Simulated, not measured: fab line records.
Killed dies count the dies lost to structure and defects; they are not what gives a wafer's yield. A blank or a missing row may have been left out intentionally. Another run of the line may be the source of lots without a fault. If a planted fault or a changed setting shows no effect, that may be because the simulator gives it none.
Split-lot study	flow n5Finfet	21 wafers read from 7 lots, route of 1938 steps

== ON THE SPLIT ==
At N5_MIM_TOP_LITHO_EXPOSE_05 (exposes mask MIM TOP, target cd 2000 nm), the setting doseMj was moved away from the recipe's 20.5 on 10 of the 21 wafers read, by -6.2% to +4.2%. All remaining wafers had this setting at the recipe value.

== FROM THE SPLIT TO THE READING: what the file shows between them, 3 steps ==
- N5_MIM_TOP_LITHO_PEB_06
- N5_MIM_TOP_LITHO_DEVELOP_07: develop time 60 s
- N5_MIM_TOP_LITHO_HARDBAKE_09: time 120 s

== THE READING ==
Shown in nm: cdNm at N5_MIM_TOP_LITHO_CD_MEAS_08, with target cd 2000 nm. Fault-free wafers of this fab line usually give 1999.8 nm, standard deviation 1.3 nm.

wafer	tool, chamber at the split	doseMj as run	against the recipe	cdNm, nm	against lot-mates on the recipe
L083.1	krfScanner-02, 0	20.5	recipe	1997.3	-
L083.2	krfScanner-02, 0	20.91	+2.0%	1995.6	-1.7
L083.5	krfScanner-02, 0	20.91	+2.0%	1996.6	-0.7
L082.2	krfScanner-01, 0	20.5	recipe	1999.5	-
L082.3	krfScanner-01, 0	20.5	recipe	1997.7	-
L082.4	krfScanner-01, 0	20.5	recipe	1998.3	-
L085.1	krfScanner-02, 0	19.28	-6.0%	2011.1	+10.6
L085.2	krfScanner-02, 0	19.28	-6.0%	2010.7	+10.2
L085.4	krfScanner-02, 0	20.5	recipe	2000.5	-
L089.3	krfScanner-02, 0	19.48	-5.0%	2010.1	no lot-mate on the recipe
L089.4	krfScanner-02, 0	19.48	-5.0%	2009.8	no lot-mate on the recipe
L089.5	krfScanner-02, 0	19.48	-5.0%	2010.7	no lot-mate on the recipe
L092.3	krfScanner-02, 0	19.22	-6.2%	2012.7	+10.5
L092.4	krfScanner-02, 0	20.5	recipe	2002.2	-
L092.6	krfScanner-02, 0	19.22	-6.2%	2011.7	+9.5
L094.3	krfScanner-01, 0	20.5	recipe	1998.8	-
L094.4	krfScanner-01, 0	21.36	+4.2%	1993.2	-6.5
L094.5	krfScanner-01, 0	20.5	recipe	2000.7	-
L093.1	krfScanner-01, 0	20.5	recipe	2000.1	-
L093.2	krfScanner-01, 0	20.5	recipe	2001.2	-
L093.4	krfScanner-01, 0	20.5	recipe	2000.0	-

FIT RESULTS
A straight line over all 21 wafers: cdNm changes by -1.93 nm for each +1% of doseMj; r = -0.98; the points scatter about the line by 1.2 nm.
The same after taking each lot's own level away (the mean of its wafers on the recipe; 18 wafers): -1.58 nm for each +1%; r = -0.98; scatter 0.9 nm.
Per that fit: largest doseMj move, reading shift of 9.9 nm.
The span of the lots' own levels, 1997.30 to 2002.20 nm, comes to 3.8 times the standard deviation stated above.
So the slope is not independent of the lot-to-lot level: the two fits are not the same.
Check: +10.1 nm against its lot-mates is what the line predicts for one of the wafers moved furthest among these (-6.2%) when that wafer is left out of the fit. Against them it came out at +10.5 nm.

== OTHER SPLITS ON THESE WAFERS ==
Before the reading, these wafers also passed through other splits. Each is held against what the fit with the lots' levels taken away leaves over:
other split on the same wafers	wafers away from the commonest value	r with cdNm (lot level and that fit taken away)
N5_BEOL_M15_DEVELOP_27 developTimeS	4	-0.21

== THE WHOLE CHAIN: every reading that the file lists as answering this split, in the file's order ==
step	what it does	reading	change (the file's fit)	r (the file's)
N5_MIM_TOP_LITHO_CD_MEAS_08	target cd 2000 nm	cdNm	-1.61 nm for each +1% of the setting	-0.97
N5_MIM_TOP_LITHO_DESCUM_10	chemistry O2, time 7.9 s	MIM_TOP_LITHO.cdNm (the simulator's own value, which no gauge read)	-1.66 nm for each +1% of the setting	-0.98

== THE FILE'S OWN FIT ==
cdNm changes by -1.61 nm for each +1% of doseMj, r = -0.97.
